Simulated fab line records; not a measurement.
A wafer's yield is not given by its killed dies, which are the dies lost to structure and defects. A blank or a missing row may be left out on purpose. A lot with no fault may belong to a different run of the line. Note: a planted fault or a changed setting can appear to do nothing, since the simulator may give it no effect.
Matching of chambers	flow nandHarc	4 sister chambers for NHARC_P_ZERO_WELL_DESCUM_39 on rieDiel-04
The step chemistry O2, time 3 s. 16 wafers are shown with their chamber, then 8 later ones without.

== EACH WAFER AND ITS CHAMBER ==
wafer	chamber	drypumpMotorCurrentA (A)	showerheadPlenumPTorr (Torr)	oesProductAu (a.u.)
L075.3	0	5.5	1.92	1.007
L075.4	3	6.5	1.80	0.977
L075.6	2	5.3	1.99	1.007
L077.1	1	5.6	1.90	1.017
L077.2	0	5.5	1.91	1.009
L077.3	3	6.6	1.80	0.986
L081.1	2	5.2	1.98	1.001
L081.4	0	5.4	1.91	1.008
L081.5	0	5.5	1.91	1.023
L082.1	2	5.2	1.98	0.994
L082.2	0	5.5	1.91	1.007
L082.6	1	5.6	1.89	1.019
L084.2	0	5.5	1.91	1.012
L084.4	3	6.5	1.79	0.987
L084.6	2	5.2	1.98	1.009
L088.1	0	5.5	1.90	0.996

SIGNATURES (means of the wafers above)
reading	chamber 0	chamber 1	chamber 2	chamber 3	scatter within a chamber
drypumpMotorCurrentA	5.486	5.600	5.225	6.533	0.0435
showerheadPlenumPTorr	1.9100	1.8950	1.9825	1.7967	0.00571
oesProductAu	1.00886	1.01800	1.00275	0.98333	0.00697
Rule: for each reading, subtract the chamber's mean from the wafer's reading, divide by that reading's scatter and square the result; add these up over the readings and take the root, which gives the wafer's distance from the chamber. If the next closest chamber is less than 2 further off than the closest, the wafer can't be placed; otherwise it belongs to the closest. The scatter is the square root of a quotient: the sum, over the shown wafers, of each reading's squared deviation from its chamber's mean, divided by wafers minus chambers.

== WAFERS WHOSE CHAMBER IS MISSING ==
wafer	drypumpMotorCurrentA (A)	showerheadPlenumPTorr (Torr)	oesProductAu (a.u.)
L088.2	5.2	1.97	1.004
L088.4	5.5	1.90	0.998
L092.1	5.2	1.97	1.009
L092.3	5.5	1.90	0.990
L092.5	5.2	1.97	0.986
L097.2	5.4	1.89	0.998
L097.3	5.2	1.96	0.999
L097.4	5.6	1.88	1.008

== CHAMBER TAKEN BY EACH ==
wafer	from the rows above	in truth
L088.2	2	2
L088.4	can't be placed: 0 or 1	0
L092.1	2	2
L092.3	can't be placed: 0 or 1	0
L092.5	2	2
L097.2	can't be placed: 0 or 1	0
L097.3	2	2
L097.4	1	1
5 of 8 placed correctly. Cannot be placed on the basis of these rows: 3; the candidates contain the true chamber in 3. 0 placed wrongly.
